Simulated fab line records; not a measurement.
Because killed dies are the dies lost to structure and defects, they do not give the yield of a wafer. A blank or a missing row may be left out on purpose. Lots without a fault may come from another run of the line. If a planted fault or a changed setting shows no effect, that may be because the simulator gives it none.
Chamber matching / flow n5_finfet / N5_BEOL_M1_DEP_57 on pecvd-04: 3 sister chambers
The step deposits SiCN from 3MS/NH3, target thk 8 nm, time 14 s. 16 wafers are shown with their chamber, then 8 later ones without.

## WAFERS PAIRED WITH THEIR CHAMBERS
wafer=L074.3; chamber=0; throttle_valve_pct (%)=10.7; showerhead_plenum_p_Torr (Torr)=3.654
wafer=L074.5; chamber=1; throttle_valve_pct (%)=8.2; showerhead_plenum_p_Torr (Torr)=3.669
wafer=L074.6; chamber=0; throttle_valve_pct (%)=10.4; showerhead_plenum_p_Torr (Torr)=3.654
wafer=L080.1; chamber=1; throttle_valve_pct (%)=8.5; showerhead_plenum_p_Torr (Torr)=3.680
wafer=L080.3; chamber=2; throttle_valve_pct (%)=8.7; showerhead_plenum_p_Torr (Torr)=3.654
wafer=L080.6; chamber=1; throttle_valve_pct (%)=8.6; showerhead_plenum_p_Torr (Torr)=3.675
wafer=L086.2; chamber=1; throttle_valve_pct (%)=8.4; showerhead_plenum_p_Torr (Torr)=3.665
wafer=L086.3; chamber=0; throttle_valve_pct (%)=10.2; showerhead_plenum_p_Torr (Torr)=3.665
wafer=L086.5; chamber=0; throttle_valve_pct (%)=10.5; showerhead_plenum_p_Torr (Torr)=3.654
wafer=L085.1; chamber=2; throttle_valve_pct (%)=8.4; showerhead_plenum_p_Torr (Torr)=3.659
wafer=L085.2; chamber=0; throttle_valve_pct (%)=10.4; showerhead_plenum_p_Torr (Torr)=3.654
wafer=L085.5; chamber=2; throttle_valve_pct (%)=8.5; showerhead_plenum_p_Torr (Torr)=3.658
wafer=L087.1; chamber=0; throttle_valve_pct (%)=10.3; showerhead_plenum_p_Torr (Torr)=3.653
wafer=L087.4; chamber=2; throttle_valve_pct (%)=8.6; showerhead_plenum_p_Torr (Torr)=3.664
wafer=L087.5; chamber=2; throttle_valve_pct (%)=8.5; showerhead_plenum_p_Torr (Torr)=3.662
wafer=L090.3; chamber=1; throttle_valve_pct (%)=8.7; showerhead_plenum_p_Torr (Torr)=3.671

SIGNATURES (means of the wafers above)
reading=throttle_valve_pct; chamber 0=10.417; chamber 1=8.480; chamber 2=8.540; scatter within a chamber=0.164
reading=showerhead_plenum_p_Torr; chamber 0=3.65567; chamber 1=3.67200; chamber 2=3.65940; scatter within a chamber=0.00478
Rule: for each reading, subtract the chamber's mean from the wafer's reading, divide by that reading's scatter and square the result; add these up over the readings and take the root, which gives the wafer's distance from the chamber. The wafer belongs to the nearest chamber; if the next one is less than 2 further off, it can't be placed. The scatter: the root of (the sum of the squares of (reading less its chamber's mean) over the shown wafers, divided by (wafers less chambers)).

## WAFERS MISSING THEIR CHAMBER
wafer=L090.4; throttle_valve_pct (%)=10.3; showerhead_plenum_p_Torr (Torr)=3.648
wafer=L090.6; throttle_valve_pct (%)=8.5; showerhead_plenum_p_Torr (Torr)=3.651
wafer=L095.3; throttle_valve_pct (%)=8.7; showerhead_plenum_p_Torr (Torr)=3.662
wafer=L095.5; throttle_valve_pct (%)=8.6; showerhead_plenum_p_Torr (Torr)=3.654
wafer=L095.6; throttle_valve_pct (%)=8.5; showerhead_plenum_p_Torr (Torr)=3.667
wafer=L097.1; throttle_valve_pct (%)=10.2; showerhead_plenum_p_Torr (Torr)=3.651
wafer=L097.5; throttle_valve_pct (%)=8.9; showerhead_plenum_p_Torr (Torr)=3.664
wafer=L097.6; throttle_valve_pct (%)=8.4; showerhead_plenum_p_Torr (Torr)=3.672

## WHICH CHAMBER EACH ONE RAN IN
wafer=L090.4; from the rows above=0; in truth=0
wafer=L090.6; from the rows above=2; in truth=2
wafer=L095.3; from the rows above=can't be placed: 2 or 1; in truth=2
wafer=L095.5; from the rows above=2; in truth=2
wafer=L095.6; from the rows above=can't be placed: 1 or 2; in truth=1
wafer=L097.1; from the rows above=0; in truth=0
wafer=L097.5; from the rows above=can't be placed: 2 or 1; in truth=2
wafer=L097.6; from the rows above=1; in truth=1
Placed correctly: 5 of 8. Can't be placed from these rows: 3 (the true chamber is among the candidates in 3). 0 placed wrongly.
